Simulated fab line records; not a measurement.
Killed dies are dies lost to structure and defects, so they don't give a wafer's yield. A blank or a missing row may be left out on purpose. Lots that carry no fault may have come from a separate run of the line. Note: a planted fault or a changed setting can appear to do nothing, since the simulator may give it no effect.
fab line records ; flow nand-harc
[record] lots = 5; wafers = 15; last-day = 25
route steps=1159 shown A_M0@1013 A_M1@1026 END@1159
lots with no fault: from the same line, run without faults
start-h: hours from the record's first day to the start of the lot's first wafer shown ; wait-h: hours since the lot's step before ; " unchanged from the row above ; L1.1+2: a single row standing in for several wafers ; - no value, or no start given ; * or withheld: withheld ; < > ~ a bound
route shown NAME@n: NAME is a module with steps in the file, n the number in the route of the first one ; usual: mean/standard deviation of fault-free wafers ; same: alike in all rows ; chamber/n: place in a boat ; sites: each site's reading ; _std_site: the values' standard deviation ; _edge_site: inner sites' mean taken away from outer sites' mean ; radius-mm: how far each site lies from the wafer's centre ; mask NAME#n: copy n ; behind: the tool/chamber that last shaped the wafer ; hold: reason for holding the lot/hours on hold/outcome of the hold ; device: the n, p or np transistor that did not switch ; end of line: the same wafers' tests at the end of the route ; a step without rows: its recipe alone ; killed: at the first sort, the dies lost to defects and structure; wafer yield is something else ; map: per-die view of a wafer (x killed, . not killed, _ where there is no die)
set.NAME: setting as actually run; set.NAME@STEP: the setting as run at that earlier step ; model.NAME: the simulator's own value behind a step, which no gauge read
certain route steps with their lots: each step a table, each wafer a row
services: a tool's chamber out of use, with start hour (start-h, from the record's first day; less than 0 if before it), hours out, and reason
[[steps]]
[step NHARC_A_M0_DEGAS_28]
[recipe] temp-c = 250; time-s = 60
[step NHARC_A_M0_PRE_CLEAN_29]
[recipe] time-s = 30; temp-c = 280; gas = H2/He
[usual] heater-power-w = 406/55; susceptor-temp-C = 280.01/0.18
lot.wafer;tool;chamber;start-h;wait-h;heater-power-w;susceptor-temp-C
L624.2;pvd-sputter-01;-;-;-;474;279.86
L624.1;pvd-sputter-01;-;-;-;288;280.01
L624.6;pvd-sputter-01;-;-;-;405;280.13
L638.1;pvd-sputter-02;-;-;-;500;280.09
L638.3;pvd-sputter-02;-;-;-;411;280.50
L638.6;pvd-sputter-02;-;-;-;494;280.23
L641.1;pvd-sputter-01;-;-;-;419;280.25
L641.5;pvd-sputter-01;-;-;-;437;280.20
L641.6;pvd-sputter-01;-;-;-;453;279.92
L647.3;pvd-sputter-03;-;-;-;415;280.15
L647.2;pvd-sputter-03;-;-;-;401;280.00
L647.5;pvd-sputter-03;-;-;-;415;279.97
L646.4;pvd-sputter-01;-;-;-;426;280.02
L646.2;pvd-sputter-01;-;-;-;408;279.71
L646.6;pvd-sputter-01;-;-;-;287;279.73
[step NHARC_A_M0_PVD_20]
[recipe] target-thk-a = 50; bias-v = 168.6; power-w = 15000; chamber-pressure-pa = 0.12; time-s = 8.06; substrate-temp-c = 50; material = TaN
[step NHARC_A_M0_PVD_21]
[recipe] target-thk-a = 300; chamber-pressure-pa = 5; power-w = 5000; substrate-temp-c = 30; time-s = 20.49; material = Cu
[usual] throttle-valve-pct = 30.4/1.1
lot.wafer;tool;chamber;start-h;wait-h;throttle-valve-pct
L624.2;pvd-sputter-01;-;-;-;30.6
L624.1;pvd-sputter-01;-;-;-;30.7
L624.6;pvd-sputter-01;-;-;-;31.4
L638.1;pvd-sputter-02;-;-;-;31.3
L638.3;pvd-sputter-02;-;-;-;28.9
L638.6;pvd-sputter-02;-;-;-;30.9
L641.1;pvd-sputter-01;-;-;-;30.6
L641.6;pvd-sputter-01;-;-;-;30.7
L641.5;pvd-sputter-01;-;-;-;31.5
L647.2;pvd-sputter-03;-;-;-;30.5
L647.3;pvd-sputter-03;-;-;-;29.5
L647.5;pvd-sputter-03;-;-;-;30.5
L646.4;pvd-sputter-01;-;-;-;31.0
L646.2;pvd-sputter-01;-;-;-;30.9
L646.6;pvd-sputter-01;-;-;-;30.9
[step NHARC_A_M0_ECD_22]
[recipe] target-thk-a = 4000; bath-temp-c = 25; material = Cu
[step NHARC_A_M0_ANNEAL_30]
[recipe] temp-c = 225; time-s = 90
[usual] wafer_temp_C_max = 226.5/0.32
lot.wafer;tool;chamber;start-h;wait-h;wafer_temp_C_max
L624.1;rtp-anneal-02;0;396.98;0.3;226.9
L624.2;rtp-anneal-02;0;396.98;0.3;226.5
L624.6;rtp-anneal-02;0;396.98;0.3;226.6
L638.1;rtp-anneal-01;0;467.60;0.3;226.5
L638.3;rtp-anneal-01;0;467.60;0.3;226.8
L638.6;rtp-anneal-01;0;467.60;0.3;226.7
L641.1;rtp-anneal-01;0;506.45;-;226.5
L641.5;rtp-anneal-01;0;506.45;-;226.8
L641.6;rtp-anneal-01;0;506.45;-;226.5
L647.2;rtp-anneal-01;0;532.59;-;226.6
L647.3;rtp-anneal-01;0;532.59;-;226.9
L647.5;rtp-anneal-01;0;532.59;-;226.4
L646.2;rtp-anneal-01;0;543.72;-;226.1
L646.4;rtp-anneal-01;0;543.72;-;227.0
L646.6;rtp-anneal-01;0;543.72;-;226.8
[step NHARC_A_M0_CMP_23]
[recipe] t-overpolish-s = 20; target-thk-nm = 113.75
[usual] motor-current-A = 12.0/1.5; time-to-endpoint-s = 28.9/2.3
lot.wafer;tool;chamber;start-h;wait-h;motor-current-A;time-to-endpoint-s
L624.2;cmp-02;1;397.32;-;12.0;26.7
L624.1;cmp-02;0;397.32;-;9.8;30.3
L624.6;cmp-02;2;397.32;-;14.8;31.5
L638.1;cmp-02;0;467.97;-;10.4;31.1
L638.3;cmp-02;1;467.97;-;12.3;27.8
L638.6;cmp-02;0;467.97;-;10.6;29.5
L641.1;cmp-02;0;506.83;-;10.6;31.6
L641.5;cmp-02;3;506.83;-;11.9;31.9
L641.6;cmp-02;0;506.83;-;10.4;33.7
L647.3;cmp-02;2;532.92;-;13.9;28.8
L647.2;cmp-02;3;532.92;-;11.2;27.3
L647.5;cmp-02;2;532.92;-;14.1;28.7
L646.2;cmp-03;0;544.04;-;12.9;29.6
L646.4;cmp-03;2;544.04;-;13.4;31.8
L646.6;cmp-03;3;544.04;-;10.3;26.9
[step NHARC_A_M0_THK_MEAS_24]
[recipe] thk-meas-gauge = xrf
[usual] thk-nm = 113.9/1.4
lot.wafer;tool;chamber;start-h;wait-h;thk-nm
L624.1;film-metro-02;-;397.64;-;109.9
L624.2;film-metro-02;-;397.64;-;112.5
L624.6;film-metro-02;-;397.64;-;113.0
L638.1;film-metro-01;-;468.26;-;115.6
L638.3;film-metro-01;-;468.26;-;113.2
L638.6;film-metro-01;-;468.26;-;114.6
L641.1;film-metro-01;-;507.12;-;116.6
L641.5;film-metro-01;-;507.12;-;113.4
L641.6;film-metro-01;-;507.12;-;114.4
L647.2;film-metro-01;-;533.21;-;115.4
L647.3;film-metro-01;-;533.21;-;114.9
L647.5;film-metro-01;-;533.21;-;114.6
L646.2;film-metro-01;-;544.33;-;113.7
L646.4;film-metro-01;-;544.33;-;115.0
L646.6;film-metro-01;-;544.33;-;113.5
[step NHARC_A_M0_SRD_25]
[step NHARC_A_M0_INSPECT_27]
[usual] raw-defect-count = 436/120
lot.wafer;tool;chamber;start-h;wait-h;raw-defect-count
L624.1;defect-inspect-02;-;397.79;0.0;578
L624.2;defect-inspect-02;-;397.79;0.0;286
L624.6;defect-inspect-02;-;397.79;0.0;492
L638.1;defect-inspect-01;-;468.43;0.1;238
L638.3;defect-inspect-01;-;468.43;0.1;333
L638.6;defect-inspect-01;-;468.43;0.1;262
L641.1;defect-inspect-01;-;507.30;0.0;386
L641.5;defect-inspect-01;-;507.30;0.0;305
L641.6;defect-inspect-01;-;507.30;0.0;381
L647.2;defect-inspect-02;-;533.38;0.0;403
L647.3;defect-inspect-02;-;533.38;0.0;369
L647.5;defect-inspect-02;-;533.38;0.0;404
L646.2;defect-inspect-01;-;544.49;0.0;455
L646.4;defect-inspect-01;-;544.49;0.0;593
L646.6;defect-inspect-01;-;544.49;0.0;517
[step NHARC_A_M0_PRE_CLEAN_31]
[recipe] time-s = 12; temp-c = 370; rf-power-w = 300; gas = NH3
[usual] heater-power-w = 573/69; susceptor-temp-C = 370.04/0.22
lot.wafer;tool;chamber;start-h;wait-h;heater-power-w;since-wet-clean-h;susceptor-temp-C
L624.2;pecvd-03;0;397.87;0.1;524;93;369.86
L624.1;pecvd-03;1;397.87;0.1;530;93;369.96
L624.6;pecvd-03;0;397.87;0.1;543;-;370.40
L638.3;pecvd-01;0;468.51;0.1;650;37;370.15
L638.1;pecvd-01;1;468.51;0.1;605;37;370.31
L638.6;pecvd-01;2;468.51;0.1;611;-;370.18
L641.1;pecvd-01;2;507.38;0.1;553;76;370.00
L641.5;pecvd-01;1;507.38;0.1;642;-;369.80
L641.6;pecvd-01;2;507.38;0.1;556;-;370.05
L647.3;pecvd-01;1;533.46;0.1;672;102;370.05
L647.2;pecvd-01;2;533.46;0.1;608;102;370.07
L647.5;pecvd-01;0;533.46;0.1;664;-;370.02
L646.2;pecvd-03;2;544.58;0.1;416;58;369.61
L646.4;pecvd-03;1;544.58;0.1;581;-;370.33
L646.6;pecvd-03;2;544.58;0.1;431;-;369.83
[step NHARC_A_M0_DEP_32]
[recipe] target-thk-a = 300; temp-c = 370; target-thk-nm = 30; pressure-torr = 3; flow-sccm = 200; rf-w = 450; material = SiCN
[usual] chamber-pressure-Torr = 3.000/0.0063; heater-power-w = 517/69; susceptor-temp-C = 370.03/0.22
lot.wafer;tool;chamber;start-h;wait-h;chamber-pressure-Torr;heater-power-w;since-wet-clean-h;susceptor-temp-C
L624.2;pecvd-03;0;397.98;0.1;3.006;432;93;370.17
L624.1;pecvd-03;1;397.98;0.1;2.999;560;93;370.01
L624.6;pecvd-03;0;397.98;0.1;3.002;432;-;370.05
L638.3;pecvd-01;0;468.62;0.1;2.989;543;37;369.68
L638.1;pecvd-01;1;468.62;0.1;2.997;662;37;370.07
L638.6;pecvd-01;2;468.62;0.1;2.999;491;-;370.17
L641.1;pecvd-01;2;507.49;0.1;2.996;465;76;370.04
L641.5;pecvd-01;1;507.49;0.1;3.002;587;-;370.34
L641.6;pecvd-01;2;507.49;0.1;2.992;477;-;370.19
L647.3;pecvd-01;1;534.96;1.5;3.003;660;104;370.15
L647.2;pecvd-01;2;534.96;1.5;2.994;490;104;370.11
L647.5;pecvd-01;0;534.96;1.5;3.010;621;-;369.98
L646.2;pecvd-03;2;544.72;0.1;3.001;461;58;370.24
L646.4;pecvd-03;1;544.72;0.1;2.994;482;-;370.14
L646.6;pecvd-03;2;544.72;0.1;3.009;465;-;370.22
[step NHARC_A_M1_DEP_00]
[recipe] target-thk-a = 1825; target-thk-nm = 182.5; temp-c = withheld; pressure-torr = 5; flow-sccm = 200; rf-w = 600; material = SiOC
[step NHARC_A_M1_DEHYDRATE_01]
[recipe] temp-c = 150; time-s = 120
[step NHARC_A_M1_HMDS_02]
[recipe] time-s = 30
[step NHARC_A_M1_COAT_34]
[recipe] temp-c = 200; time-s = 65
[step NHARC_A_M1_COAT_03]
[recipe] spin-rpm = 1500; resist-thk-nm = 90
[step NHARC_A_M1_SOFTBAKE_04]
[recipe] temp-c = 105; time-s = 55
[step NHARC_A_M1_EBR_05]
[step NHARC_A_M1_EXPOSE_06]
[recipe] na = 1.35; target-cd-nm = 120; dose-mj = 75.13; mask-id = A_M1
[step NHARC_A_M1_PEB_07]
[recipe] peb-temp-c = 100; peb-time-s = 65
[step NHARC_A_M1_DEVELOP_08]
[recipe] develop-time-s = 35; dev-temp-c = 23
[step NHARC_A_M1_CD_MEAS_09]
[recipe] target-cd-nm = 120; landing-energy-ev = 500
[usual] cd-nm = 119.7/0.67
lot.wafer;tool;chamber;start-h;wait-h;cd-nm
L624.1;cd-sem-03;0;399.17;-;119.5
L624.2;cd-sem-03;0;399.17;-;119.7
L624.6;cd-sem-03;0;399.17;-;119.6
L638.1;cd-sem-01;0;469.71;-;120.8
L638.3;cd-sem-01;0;469.71;-;119.8
L638.6;cd-sem-01;0;469.71;-;120.7
L641.1;cd-sem-02;0;508.74;-;119.9
L641.5;cd-sem-02;0;508.74;-;120.1
L641.6;cd-sem-02;0;508.74;-;120.6
L647.2;cd-sem-03;0;536.15;-;118.6
L647.3;cd-sem-03;0;536.15;-;118.9
L647.5;cd-sem-03;0;536.15;-;119.3
L646.2;cd-sem-03;0;545.74;-;121.1
L646.4;cd-sem-03;0;545.74;-;120.9
L646.6;cd-sem-03;0;545.74;-;120.8
[step NHARC_A_M1_OVL_MEAS_10]
[recipe] pitch-nm = 240
[usual] overlay-x-nm = -0.2/1; overlay-y-nm = 0.1/0.66
lot.wafer;tool;chamber;start-h;wait-h;overlay-x-nm;overlay-y-nm
L624.1;overlay-02;-;399.25;-;1.5;-0.6
L624.2;overlay-02;-;399.25;-;1.2;-0.3
L624.6;overlay-02;-;399.25;-;1.3;-0.3
L638.1;overlay-02;-;469.80;-;0.0;0.8
L638.3;overlay-02;-;469.80;-;-0.3;0.2
L638.6;overlay-02;-;469.80;-;-0.4;0.0
L641.1;overlay-01;-;508.83;-;0.1;-0.2
L641.5;overlay-01;-;508.83;-;1.7;-0.3
L641.6;overlay-01;-;508.83;-;1.5;-0.4
L647.2;overlay-01;-;536.25;-;-1.4;0.3
L647.3;overlay-01;-;536.25;-;-2.3;-0.2
L647.5;overlay-01;-;536.25;-;-2.1;0.4
L646.2;overlay-01;-;545.83;-;-0.1;-0.5
L646.4;overlay-01;-;545.83;-;-0.3;0.2
L646.6;overlay-01;-;545.83;-;-0.2;-0.3
[step NHARC_A_M1_INSPECT_11]
[usual] raw-defect-count = 31/14
lot.wafer;tool;chamber;start-h;wait-h;raw-defect-count
L624.1;defect-inspect-02;-;399.29;0.0;24
L624.2;defect-inspect-02;-;399.29;0.0;14
L624.6;defect-inspect-02;-;399.29;0.0;18
L638.1;defect-inspect-01;-;469.83;0.0;23
L638.3;defect-inspect-01;-;469.83;0.0;24
L638.6;defect-inspect-01;-;469.83;0.0;29
L641.1;defect-inspect-01;-;508.87;0.0;62
L641.5;defect-inspect-01;-;508.87;0.0;51
L641.6;defect-inspect-01;-;508.87;0.0;69
L647.2;defect-inspect-01;-;536.28;0.0;19
L647.3;defect-inspect-01;-;536.28;0.0;25
L647.5;defect-inspect-01;-;536.28;0.0;18
L646.2;defect-inspect-02;-;545.86;0.0;701
L646.4;defect-inspect-02;-;545.86;0.0;43
L646.6;defect-inspect-02;-;545.86;0.0;714
[step NHARC_A_M1_DESCUM_14]
[recipe] time-s = 3; o2-flow-sccm = 200; ar-flow-sccm = 0; bias-power-w = 0; chemistry = O2
[step NHARC_END_SORT_01]
[recipe] temp-c = 25
[usual] defect-limited-yield = 95.4/1.8; killed-at-array = 27/11; killed-at-other = 0.7/1.1; killed-at-periphery = 3.4/2.1; killed-dies = 31/12; killed-open = 3.6/2; killed-short = 2.0/1.3; sort_bin_2_pct = 1.5/0.71; sort_bin_3_pct = 0.25/0.22; sort_bin_4_pct = 2.9/1.2; sort-n-pass = 646/12; sort-rim-yield-pct = 95.0/2.5; sort-yield-pct = 95.4/1.8
[same] gross-dies = 677; sort_bin_5_pct[%] = 0; sort_bin_6_pct[%] = 0; sort_bin_7_pct[%] = 0; sort_bin_8_pct[%] = 0; sort-rim-n-gross = 106.00
lot.wafer;tool;chamber;start-h;wait-h;defect-limited-yield[%];killed-at-array;killed-at-other;killed-at-periphery;killed-dies;killed-open;killed-short;sort_bin_2_pct[%];sort_bin_3_pct[%];sort_bin_4_pct[%];sort-n-pass;sort-rim-yield-pct[%];sort-yield-pct[%]
L646.2;prober-01;0;589.10;2.8;80.2;130;3;1;134;2;2;7.2;4.58;8.0;543;93.4;80.2
L646.6;prober-01;0;592.32;4.0;81.8;119;1;3;123;4;3;6.4;4.58;7.2;554;87.7;81.8
// killed by level:class
L646.2 A_M0:unspecified=92 A_SLIT:chamber-film-flake=23 A_CHANNEL_HOLE_D1:chamber-film-flake=6 A_CONTACT:chamber-film-flake=4 THIN_TSV:chamber-film-flake=3 P_GATE:geometric-particle:open=1 A_SGD_CUT:geometric-particle:short=1 A_CONTACT:geometric-particle:short=1
L646.6 A_M0:unspecified=87 A_SLIT:chamber-film-flake=11 A_CHANNEL_HOLE_D1:chamber-film-flake=9 A_STAIRCASE:chamber-film-flake=3 A_CONTACT:chamber-film-flake=3 A_CHANNEL_FILL_D1:geometric-particle:short=2 A_CONTACT:geometric-particle:open=2 P_ZERO_WELL:chamber-film-flake=2
// map L646.2 (x killed, . not)
____________.____________
_________......._________
_______..........._______
______.............______
_____.xx.x.xx......._____
____xxxx.............____
____.xx..............____
___.xxx..x..........x.___
___.xxxx.x............___
__......x.xx........x.x__
__..x...xx.x..........x__
_......xxxxxxxx........._
_.......xxxxxxx........._
_.....xxxxxxxx.........._
_.....xxxxxxxxx........._
_.....xxxxxxxxx........._
.......xxxxxxxx..xxx.....
......xxxxxxxxx......x...
......xxxxxxxx.x.x..x..x.
........xxxxxxx..........
..x..x.xxxxxxx...........
_.......xxxx............_
_.......x...x..........._
_.........x............._
_......................._
_.x....................._
__.x...................__
__.....................__
___...................___
___...................___
____.................____
____.................____
_____...x.....x....._____
______.x...........______
_______.....x....._______
_________......._________
____________.____________
// map L624.1 (x killed, . not)
____________.____________
_________......._________
_______..........._______
______.............______
_____..............._____
____......xx.........____
____.................____
___.x..x...x.........x___
___...x...............___
__..x.................x__
__..xx..........x......__
_......................x_
_..............x........_
_......................._
_..................x...._
_......................._
.........................
.........................
.........................
.x...................x...
.....x...................
_..x...................._
_......................._
_..x...................._
_.........x............._
_x......................_
__.....................__
__.....................__
___...................___
___...................___
____..........x......____
____.x...............____
_____..............._____
______.............______
_______..........._______
_________....x.._________
____________.____________
[[services]]
tool;chamber;start-h;hours;kind
pvd-sputter-02;-;395.91;10.0;pm
pecvd-01;0;405.87;5.1;repair
pecvd-03;1;411.13;9.1;repair
pecvd-01;-;418.22;13.0;pm
pecvd-01;0;418.22;13.0;vent-cycle
pecvd-01;1;418.22;13.0;vent-cycle
pecvd-01;2;418.22;13.0;vent-cycle
cmp-02;-;422.56;4.0;pm
pvd-sputter-03;-;435.41;0.5;repair
pecvd-01;2;440.47;18.8;repair
pecvd-03;-;443.71;2.3;repair
pecvd-03;-;446.07;0.3;repair
cmp-03;-;448.74;0.3;repair
cmp-03;-;450.02;4.0;pm
pvd-sputter-03;-;458.04;10.0;pm
cmp-03;-;460.70;5.9;repair
pvd-sputter-01;-;464.33;4.0;repair
pecvd-03;-;473.33;13.0;pm
cmp-03;-;482.16;1.9;repair
pecvd-01;-;501.67;0.3;repair
pvd-sputter-01;-;519.53;10.0;pm
cmp-02;-;520.56;4.0;pm
pecvd-01;2;524.89;2.4;repair
cmp-02;-;533.06;2.5;repair
[[key]]
[first-sign] step = NHARC_A_M1_INSPECT_11; reading = raw-defect-count; direction = up; sigmas = 48; usual = 31; struck = 708
[effect] step = NHARC_END_SORT_01; reading = killed-at-array; direction = up; sigmas = 8.6; usual = 27; struck = 124
[more-kills-born-at] NHARC_A_M0_DEP_32@pecvd-03 = 179
met-at NHARC_A_M0_DEP_32
struck-wafers L646.2,L646.6
[fault] kind = chamber-particle-source; tool = pecvd-03; chamber = 2; onset-h = 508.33; steps = NHARC_A_M0_DEP_32; rate-per-visit-cm2 = 1.0884; end-h = 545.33
